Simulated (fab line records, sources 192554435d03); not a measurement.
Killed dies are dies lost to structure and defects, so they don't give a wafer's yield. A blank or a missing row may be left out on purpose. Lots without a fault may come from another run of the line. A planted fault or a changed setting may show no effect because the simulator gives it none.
Chamber matching | flow n5_finfet | N5_GATE_CUT_SAC_CAP_01 on ald_sin-01: 4 sister chambers
The step material SiNx, target thk 24 nm, pulse time 1 s, ald cycles 480. 8 wafers are shown with their chamber, then 12 later ones without.

WAFERS WITH THEIR CHAMBER
wafer  | chamber | heater_power_w (W) | precursor_pulse_height_rel
L088.4 | 2       | 832                | 1.012
L089.1 | 2       | 834                | 1.022
L089.2 | 0       | 808                | 0.975
L090.4 | 1       | 726                | 1.004
L090.6 | 3       | 918                | 1.004
L091.1 | 0       | 808                | 1.002
L091.2 | 3       | 918                | 0.992
L091.3 | 1       | 742                | 0.974

WAFERS WITHOUT THEIR CHAMBER
wafer  | heater_power_w (W) | precursor_pulse_height_rel
L091.4 | 916                | 1.038
L091.5 | 734                | 1.019
L091.6 | 814                | 1.003
L092.2 | 793                | 0.998
L092.3 | 759                | 0.996
L092.4 | 932                | 0.999
L093.4 | 799                | 0.959
L093.5 | 732                | 0.995
L093.6 | 931                | 1.010
L095.3 | 813                | 1.027
L095.4 | 724                | 0.998
L095.5 | 791                | 0.998

WHICH CHAMBER EACH WENT THROUGH
wafer  | from the rows above     | in truth
L091.4 | 3                       | 3
L091.5 | 1                       | 1
L091.6 | 0                       | 0
L092.2 | 0                       | 0
L092.3 | 1                       | 1
L092.4 | 3                       | 3
L093.4 | 0                       | 0
L093.5 | 1                       | 1
L093.6 | 3                       | 3
L095.3 | can't be placed: 0 or 2 | 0
L095.4 | 1                       | 1
L095.5 | 0                       | 0
Placed correctly: 11 of 12. Can't be placed from these rows: 1 (the true chamber is among the candidates in 1). Placed wrongly: 0.
How it was worked out, from the rows above alone: a wafer's distance from a chamber is the root of the sum, over the readings, of the square of ((its reading less the chamber's mean) divided by the reading's scatter). The wafer belongs to the nearest chamber; if the next one is less than 2 further off, it can't be placed. A chamber's mean is the mean of its shown wafers. The scatter: the root of (the sum of the squares of (reading less its chamber's mean) over the shown wafers, divided by (wafers less chambers)).
